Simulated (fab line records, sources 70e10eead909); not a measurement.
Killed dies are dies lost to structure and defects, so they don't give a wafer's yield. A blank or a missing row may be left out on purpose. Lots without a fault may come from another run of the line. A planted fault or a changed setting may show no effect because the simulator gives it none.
Chamber matching | flow nand_harc | NHARC_P_BONDPAD_ETCH_37 on rie_diel-11: 4 sister chambers
The step etches the open film in N2/H2, target depth 60 nm, overetch 18 nm, time 65.91 s. 4 wafers are shown with their chamber, then 8 later ones without.

WAFERS WITH THEIR CHAMBER
wafer  | chamber | rf_vpp_V (V)
L077.5 | 1       | 432.4
L083.2 | 3       | 427.0
L083.6 | 2       | 426.5
L084.1 | 0       | 432.3

WAFERS WITHOUT THEIR CHAMBER
wafer  | rf_vpp_V (V)
L084.2 | 426.3
L084.4 | 426.5
L088.2 | 427.1
L088.4 | 435.8
L088.5 | 433.9
L089.3 | 426.2
L089.4 | 430.9
L089.6 | 427.3

WHICH CHAMBER EACH WENT THROUGH
wafer  | from the rows above          | in truth
L084.2 | can't be placed: 2 or 3      | 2
L084.4 | can't be placed: 2 or 3      | 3
L088.2 | can't be placed: 3 or 2      | 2
L088.4 | can't be placed: 1 or 0      | 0
L088.5 | can't be placed: 1 or 0      | 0
L089.3 | can't be placed: 2 or 3      | 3
L089.4 | can't be placed: 0 or 1 or 3 | 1
L089.6 | can't be placed: 3 or 2      | 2
Placed correctly: 0 of 8. Can't be placed from these rows: 8 (the true chamber is among the candidates in 8). Placed wrongly: 0.
How it was worked out, from the rows above alone: a wafer's distance from a chamber is the root of the sum, over the readings, of the square of ((its reading less the chamber's mean) divided by the reading's scatter). The wafer belongs to the nearest chamber; if the next one is less than 2 further off, it can't be placed. A chamber's mean is the mean of its shown wafers. The scatter: with one shown wafer a chamber, the root of the mean of the squares of how far each hidden wafer lies from its nearest shown one.
